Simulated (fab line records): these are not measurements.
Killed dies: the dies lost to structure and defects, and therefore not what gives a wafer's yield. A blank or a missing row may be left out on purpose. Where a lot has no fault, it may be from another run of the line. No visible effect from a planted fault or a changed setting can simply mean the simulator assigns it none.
fab line records	flow nand-harc
record lots=5	wafers=15	last-day=25
route steps=1159 shown A_SLIT@802 A_SIN_REMOVE@804 A_WL_FILL@809 A_CONTACT@840 END@1159
lots that met no fault: from a run of the same line without faults
start-h: the number of hours between the record's first day and the start of the first shown wafer of the lot	wait-h: hours elapsed since this lot's preceding step	" the same as in the row above	L1.1+2: a single row standing in for several wafers	- no value, or no start given	* or withheld: withheld	< > ~ a bound
route shown NAME@n: a module of which the file shows steps, and the number in the route of the first	usual: mean/standard deviation taken from wafers without a fault	same: alike in all rows	chamber/n: place in a boat	sites: per-site readings	_std_site: how widely they spread, as a standard deviation	_edge_site: the outer-site mean with the inner-site mean subtracted	radius-mm: for every site, how far away it sits from the centre of the wafer	mask NAME#n: copy n	behind: the tool/chamber that last shaped the wafer	hold: reason for holding the lot/hours on hold/outcome of the hold	device: names the non-switching transistor (n, p or np)	end of line: the same wafers' tests at the end of the route	step lacking rows: just its recipe	killed: dies lost to structure and defects at the first sort, not the wafer's yield	map: shows each die of a wafer: x if killed, . if not, _ if none is there
set.NAME: the setting as run; set.NAME@STEP: as run at that earlier step	model.NAME: the simulator's own value behind a step, which no gauge read
lots at some steps of the route; a table a step, a row a wafer
services: a tool's chamber out of use, with start hour (start-h, from the record's first day; less than 0 if before it), hours out, and reason
## steps
# step NHARC_A_SLIT_SRD_20
# step NHARC_A_SLIT_CD_MEAS_21
# usual cd-nm=289.5/1
lot.wafer	tool	chamber	start-h	wait-h	cd-nm
L506.2	cd-sem-01	-	331.95	-	291.1
L506.3	"	-	"	"	290.3
L506.6	"	-	"	"	290.9
L514.1	cd-sem-03	-	372.44	-	289.3
L514.4	"	-	"	"	289.3
L514.6	"	-	"	"	289.2
L517.3	cd-sem-02	-	402.07	-	290.2
L517.5	"	-	"	"	289.9
L517.6	"	-	"	"	290.7
L521.2	cd-sem-03	-	413.52	-	289.4
L521.4	"	-	"	"	290.5
L521.5	"	-	"	"	291.1
L527.2	cd-sem-03	-	464.76	-	289.8
L527.4	"	-	"	"	288.7
L527.6	"	-	"	"	290.4
# step NHARC_A_SIN_REMOVE_WET_00
# recipe temp-c=160	time-s=15300	chemistry=H3PO4
# step NHARC_A_SIN_REMOVE_PRECLEAN_01
# recipe time-s=*	temp-c=50	bath-age-min=0	chemistry=SC1
# step NHARC_A_SIN_REMOVE_SRD_02
# step NHARC_A_SIN_REMOVE_INSPECT_04
# usual raw-defect-count=302/81
lot.wafer	tool	chamber	start-h	wait-h	raw-defect-count
L506.2	defect-inspect-02	-	337.97	0.0	338
L506.3	"	-	"	"	299
L506.6	"	-	"	"	286
L514.1	defect-inspect-01	-	378.18	0.1	379
L514.4	"	-	"	"	465
L514.6	"	-	"	"	286
L517.3	defect-inspect-01	-	408.16	0.0	248
L517.5	"	-	"	"	283
L517.6	"	-	"	"	275
L521.2	defect-inspect-02	-	421.26	0.0	194
L521.4	"	-	"	"	287
L521.5	"	-	"	"	234
L527.2	defect-inspect-01	-	472.55	0.0	346
L527.4	"	-	"	"	386
L527.6	"	-	"	"	496
# step NHARC_A_WL_FILL_ALD_00
# recipe target-thk-a=30	pulse-time-s=3	ald-cycles=30	temp-c=300	material=Al2O3
# step NHARC_A_WL_FILL_RTA_01
# recipe temp-c=1000	time-s=5
# step NHARC_A_WL_FILL_ALD_02
# recipe target-thk-a=20	pulse-time-s=3	ald-cycles=100	temp-c=450	material=TiN
# usual heater-power-w=1017/110	precursor-pulse-height-rel=1.001/0.021
lot.wafer	tool	chamber	start-h	wait-h	heater-power-w	precursor-pulse-height-rel
L506.2	ald-metal-02	1	338.98	0.2	1128	1.026
L506.3	"	2	"	"	1055	0.984
L506.6	"	3	"	"	841	0.997
L514.1	ald-metal-02	2	379.79	0.3	1029	0.990
L514.4	"	3	"	"	804	0.995
L514.6	"	1	"	"	1166	1.055
L517.3	ald-metal-02	1	408.96	0.2	1185	1.028
L517.6	"	0	"	"	977	0.999
L517.5	"	1	"	"	1173	1.002
L521.2	ald-metal-04	1	423.52	0.2	1183	1.027
L521.4	"	3	"	"	1255	1.001
L521.5	"	2	"	"	1104	1.035
L527.2	ald-metal-02	0	473.10	0.2	977	1.004
L527.4	"	2	"	"	1017	1.012
L527.6	"	0	"	"	943	1.019
# step NHARC_A_WL_FILL_CVD_03
# recipe target-thk-a=400	temp-c=300	pressure-torr=40	wf6-flow-sccm=40	h2-flow-sccm=1600	ar-flow-sccm=1560	time-s=3302	material=W
# step NHARC_A_WL_FILL_ETCHBACK_04
# recipe target-depth-a=600	time-s=120	chemistry=NF3
# usual drypump-motor-current-A=5.76/0.23	oes-product-au=0.997/0.0093
lot.wafer	tool	chamber	start-h	wait-h	drypump-motor-current-A	oes-product-au	rf-hours-counter-h
L506.2	rie-metal-02	0	348.52	2.9	5.69	0.999	4.0
L506.3	"	1	"	"	6.01	0.998	-
L506.6	"	1	"	"	6.01	0.988	-
L514.1	rie-metal-02	1	387.57	2.4	6.03	0.998	5.5
L514.4	"	0	"	"	5.66	0.992	-
L514.6	"	0	"	"	5.68	0.984	-
L517.3	rie-metal-03	0	415.44	1.5	5.97	0.982	-
L517.6	"	1	"	"	5.76	0.997	-
L517.5	"	0	"	"	5.94	0.987	-
L521.2	rie-metal-02	0	428.48	2.4	5.66	0.991	0.7
L521.4	"	0	"	"	5.66	0.986	-
L521.5	"	0	"	"	5.68	1.000	-
L527.2	rie-metal-03	0	476.92	2.8	5.94	1.012	0.3
L527.4	"	1	"	"	5.80	0.987	-
L527.6	"	0	"	"	5.90	1.001	-
# step NHARC_A_WL_FILL_ETCHBACK_05
# recipe target-depth-a=220	time-s=60	temp-c=40	chemistry=Cl2/BCl3
# usual drypump-motor-current-A=5.76/0.23	oes-product-au=0.996/0.0082
lot.wafer	tool	chamber	start-h	wait-h	drypump-motor-current-A	oes-product-au	rf-hours-counter-h
L506.2	rie-metal-02	1	348.78	0.2	6.02	0.984	4.6
L506.3	"	0	"	"	5.72	0.982	-
L506.6	"	0	"	"	5.70	0.999	-
L514.1	rie-metal-02	0	387.78	0.2	5.65	0.993	5.2
L514.4	"	0	"	"	5.63	1.007	-
L514.6	"	1	"	"	6.02	0.996	-
L517.3	rie-metal-03	0	415.62	0.1	5.93	0.993	-
L517.5	"	1	"	"	5.78	0.975	-
L517.6	"	0	"	"	5.94	0.987	-
L521.2	rie-metal-02	0	428.69	0.2	5.68	0.993	0.8
L521.4	"	0	"	"	5.69	0.991	-
L521.5	"	0	"	"	5.67	0.996	-
L527.2	rie-metal-03	0	477.15	0.2	6.00	1.007	0.4
L527.4	"	1	"	"	5.77	0.989	-
L527.6	"	1	"	"	5.78	0.985	-
# step NHARC_A_WL_FILL_STRIP_27
# recipe power-w=1500	temp-c=250	time-s=20	chemistry=N2/H2
# usual drypump-motor-current-A=5.8/0.44	heater-power-w=306/28
lot.wafer	tool	chamber	start-h	wait-h	drypump-motor-current-A	heater-power-w	rf-hours-counter-h
L506.2	plasma-asher-01	1	348.93	0.1	5.2	288	22
L506.3	"	0	"	"	6.0	267	-
L506.6	"	1	"	"	5.2	283	-
L514.1	plasma-asher-02	0	387.95	0.2	6.4	336	5
L514.4	"	0	"	"	6.4	335	-
L514.6	"	1	"	"	5.9	342	-
L517.3	plasma-asher-01	0	415.79	0.2	6.0	266	-
L517.6	"	1	"	"	5.2	299	-
L517.5	"	0	"	"	6.0	269	-
L521.2	plasma-asher-01	0	428.97	0.3	6.0	276	49
L521.4	"	0	"	"	6.0	270	-
L521.5	"	1	"	"	5.2	297	-
L527.2	plasma-asher-01	0	477.33	0.2	6.0	280	5
L527.4	"	0	"	"	6.0	275	-
L527.6	"	1	"	"	5.2	288	-
# step NHARC_A_WL_FILL_STRIP_28
# recipe time-s=1200	temp-c=72.5	chemistry=post-etch-residue-remover
# step NHARC_A_WL_FILL_PRECLEAN_06
# recipe time-s=300	chemistry=DIW
# step NHARC_A_WL_FILL_SRD_07
# step NHARC_A_WL_FILL_ANNEAL_08
# recipe temp-c=450	time-s=1800
# step NHARC_A_WL_FILL_ALD_10
# recipe target-thk-a=500	pulse-time-s=10	ald-cycles=500	temp-c=300	material=SiO2
# usual heater-power-w=467/45	precursor-pulse-height-rel=1.000/0.02
lot.wafer	tool	chamber	start-h	wait-h	heater-power-w	precursor-pulse-height-rel
L506.2	ald-hk-01	0	355.03	1.1	512	1.009
L506.3	"	1	"	"	419	1.004
L506.6	"	3	356.57	2.6	402	0.988
L514.4	ald-hk-03	3	391.45	1.1	550	1.010
L514.1	"	0	"	"	462	0.988
L514.6	"	1	"	"	489	1.009
L517.3	ald-hk-01	1	422.92	3.0	393	1.011
L517.5	"	0	424.46	4.6	527	1.052
L517.6	"	1	"	"	408	1.032
L521.2	ald-hk-01	3	434.65	0.6	438	1.010
L521.4	"	0	"	"	547	1.006
L521.5	"	2	436.18	2.2	439	1.007
L527.2	ald-hk-04	1	483.74	0.1	509	1.015
L527.4	"	2	"	"	433	1.004
L527.6	"	2	486.33	2.6	447	0.967
# step NHARC_A_WL_FILL_ETCHBACK_16
# recipe target-depth-a=880	time-s=17.6	c4f8-flow-sccm=withheld	o2-flow-sccm=8	ar-flow-sccm=withheld	rf-w=600	bias-w=800	chemistry=C4F8/O2/Ar
# step NHARC_A_WL_FILL_STRIP_29
# recipe time-s=20	o2-flow-sccm=500	ar-flow-sccm=0	bias-w=0	chemistry=O2
# step NHARC_A_WL_FILL_ETCHBACK_17
# recipe target-depth-a=40	time-s=26.7	chemistry=Cl2/BCl3
# step NHARC_A_WL_FILL_PRECLEAN_18
# recipe time-s=30	chemistry=dHF
# step NHARC_A_WL_FILL_SRD_21
# step NHARC_A_WL_FILL_CVD_23
# recipe target-thk-a=400	temp-c=620	pressure-mtorr=200	time-s=800	material=poly-Si
# step NHARC_A_WL_FILL_ETCHBACK_26
# recipe target-depth-a=520	time-s=13.3	hbr-flow-sccm=150	rf-w=350	icp-w=350	bias-w=60	chemistry=HBr
# usual drypump-motor-current-A=5.6/0.33	oes-product-au=1.001/0.011	throttle-valve-pct=23.267/0.0097
lot.wafer	tool	chamber	start-h	wait-h	drypump-motor-current-A	oes-product-au	rf-hours-counter-h	throttle-valve-pct
L506.3	rie-si-03	2	363.88	0.4	5.6	1.014	0.2	23.284
L506.2	"	0	"	"	6.0	0.996	0.2	23.259
L506.6	"	2	"	"	5.6	1.013	-	23.271
L514.1	rie-si-05	0	400.29	0.4	5.2	1.018	1.0	23.273
L514.4	"	2	"	"	5.7	0.999	1.2	23.253
L514.6	"	0	"	"	5.3	1.013	-	23.254
L517.3	rie-si-05	3	432.48	0.4	6.3	1.004	0.0	23.277
L517.6	"	2	"	"	5.7	0.996	-	23.260
L517.5	"	3	"	"	6.3	1.005	-	23.269
L521.2	rie-si-04	3	444.08	0.4	5.7	0.995	0.8	23.272
L521.4	"	2	"	"	5.7	1.011	1.1	23.258
L521.5	"	3	"	"	5.7	0.992	-	23.259
L527.2	rie-si-04	2	493.97	0.4	5.6	1.011	0.2	23.274
L527.4	"	3	"	"	5.7	0.991	0.2	23.269
L527.6	"	2	"	"	5.6	1.003	-	23.267
# step NHARC_A_WL_FILL_PRECLEAN_30
# recipe time-s=10	chemistry=dHF
# step NHARC_A_WL_FILL_SRD_14
# step NHARC_A_WL_FILL_ALD_19
# recipe target-thk-a=20	pulse-time-s=3	ald-cycles=100	temp-c=450	material=TiN
# step NHARC_A_WL_FILL_CVD_20
# recipe target-thk-a=750	temp-c=300	pressure-torr=40	wf6-flow-sccm=40	h2-flow-sccm=1600	ar-flow-sccm=1560	time-s=5064	material=W
# step NHARC_A_WL_FILL_CMP_12
# recipe t-overpolish-s=30	target-thk-nm=75
# step NHARC_A_WL_FILL_SRD_31
# step NHARC_A_CONTACT_DEP_24
# recipe target-thk-a=5000	temp-c=400	pressure-torr=6.5	rf-w=900	teos-flow-sccm=161.4	flow-sccm=2650	target-thk-nm=500	gas=O2	material=SiO2
# step NHARC_A_CONTACT_DEP_28
# recipe target-thk-a=36000	temp-c=400	material=aC
# step NHARC_A_CONTACT_DEP_29
# recipe target-thk-a=700	target-thk-nm=70	temp-c=400	pressure-torr=3.5	flow-sccm=200	rf-w=350	material=SiON
# step NHARC_END_SORT_01
# recipe temp-c=25
# usual killed-at-array=27/11	killed-at-other=0.7/1.1	killed-at-periphery=3.4/2.1	killed-dies=31/12	killed-open=3.6/2	killed-short=2.0/1.3
# same gross-dies=677
lot.wafer	tool	chamber	start-h	wait-h	killed-at-array	killed-at-other	killed-at-periphery	killed-dies	killed-open	killed-short
L506.2	prober-02	0	451.56	2.8	22	0	3	25	1	0
L506.3	prober-02	0	452.35	3.1	28	0	2	30	6	1
L506.6	prober-02	0	454.73	4.0	45	0	4	49	6	3
L517.6	prober-02	0	522.56	4.0	86	1	4	91	9	2
# killed by level:class
L506.2 A_CHANNEL_HOLE_D1:chamber-film-flake=10 A_STAIRCASE:chamber-film-flake=5 A_SLIT:chamber-film-flake=5 P_M1:chamber-film-flake=3 A_CONTACT:geometric-particle:open=1 A_WL_FILL:chamber-film-flake=1
L506.3 A_CHANNEL_HOLE_D1:chamber-film-flake=11 A_SLIT:chamber-film-flake=5 A_CONTACT:geometric-particle:open=3 A_CONTACT:chamber-film-flake=3 A_STAIRCASE:chamber-film-flake=2 P_CONTACT:geometric-particle:open=1 A_ONON_D1:geometric-particle:open=1 A_SGD_CUT:geometric-particle:open=1
L506.6 A_CHANNEL_HOLE_D1:chamber-film-flake=19 A_SLIT:chamber-film-flake=9 A_STAIRCASE:chamber-film-flake=4 P_M1:chamber-film-flake=3 A_CONTACT:geometric-particle:open=2 A_CONTACT:chamber-film-flake=2 A_M1:chamber-film-flake=2 P_CONTACT:geometric-particle:open=1
L517.6 A_WL_FILL:unspecified=33 A_CHANNEL_HOLE_D1:chamber-film-flake=20 A_STAIRCASE:chamber-film-flake=13 A_SLIT:chamber-film-flake=8 A_CONTACT:chamber-film-flake=3 P_M0:geometric-particle:open=2 A_CONTACT:geometric-particle:open=2 A_M0:geometric-particle:open=2
# map L517.6 (x killed, . not)
____________x____________
_________..xxxxx_________
_______.....xxxxxx_______
______.....x.xxxxxx______
_____....x..xxxxxxx._____
____.........xxxxxxx.____
____............x.x..____
___.......x...........___
___......x............___
__.............x.......__
__.....x...............__
_x....x.............x.x._
_...........x.........x._
_......................._
_.....................x._
_......................._
........................x
...x....................x
...x.x.x...............xx
x.........xx.............
...x......xxx........x.xx
_.........xxxx.......xx._
_....x....x..x.........._
_........x.xxx......x..x_
_..x....x.xx.........x.._
_.........x.x..........._
__......x......x.......__
__...............x.....__
___...................___
___...................___
____...............x.____
____.................____
_____..............._____
______.............______
_______..........._______
_________......._________
____________.____________
# map L527.4 (x killed, . not)
____________.____________
_________......._________
_______...x......._______
______.x...........______
_____..x............_____
____.xx.x............____
____xxxx.............____
___x..xxxxx.........x.___
___..xx..x.x..........___
__....xx.x............x__
__.....x...x..........x__
_.....x................._
_...x..................._
_..............x........_
_....................x.._
_.........x............x_
....................x....
................x........
......................x.x
.......x.................
.........................
_..............x..x....._
_......................._
_......................._
_......................._
_......................._
__.....................__
__.....................__
___..............x..x.___
___...................___
____.........x.......____
____.................____
_____........x.x...._____
______.............______
_______..........._______
_________......._________
____________.____________
## services
tool	chamber	start-h	hours	kind
rie-metal-02	0	315.21	4.6	repair
ald-hk-03	-	322.00	10.0	pm
ald-metal-04	-	322.43	2.0	repair
rie-si-05	0	327.51	3.5	repair
rie-si-03	-	332.00	9.0	pm
plasma-asher-02	-	339.16	0.9	repair
rie-metal-03	-	341.81	3.8	repair
rie-si-04	3	362.43	4.3	repair
plasma-asher-02	-	362.54	9.0	pm
ald-metal-02	-	364.00	10.0	pm
ald-hk-04	-	364.61	10.0	pm
rie-si-04	3	381.93	3.3	repair
rie-metal-02	-	382.88	0.7	repair
rie-si-04	0	385.54	7.9	repair
rie-metal-02	-	388.00	9.0	pm
rie-metal-03	1	399.65	4.1	repair
ald-metal-04	-	406.00	10.0	pm
rie-si-04	-	413.68	0.2	repair
rie-si-05	-	416.00	9.0	pm
rie-si-04	-	453.00	9.0	pm
rie-metal-03	-	453.19	9.0	pm
plasma-asher-01	-	453.53	9.0	pm
ald-hk-03	-	473.77	21.4	repair
rie-metal-03	1	490.60	16.5	repair
## key
first-sign step=NHARC_END_SORT_01	reading=killed-at-array	direction=up	sigmas=5.2	usual=27	struck=86
effect step=NHARC_END_SORT_01	reading=killed-dies	direction=up	sigmas=4.9	usual=31	struck=91
more-kills-born-at NHARC_A_WL_FILL_ETCHBACK_04@rie-metal-03=33
met-at NHARC_A_WL_FILL_ETCHBACK_04
struck-wafers L517.6
tester-left-out L517
fault kind=chamber-particle-source	tool=rie-metal-03	chamber=1	onset-h=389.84	steps=NHARC_A_WL_FILL_ETCHBACK_04	rate-per-visit-cm2=0.4662	end-h=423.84
# tester-left-out: of these lots the tester's yield and bins aren't shown, on N5 and GAA mostly nor the transistor test; their killed dies are dies lost to structure and defects alone, not to doping, threshold or leakage, so they don't give the yield
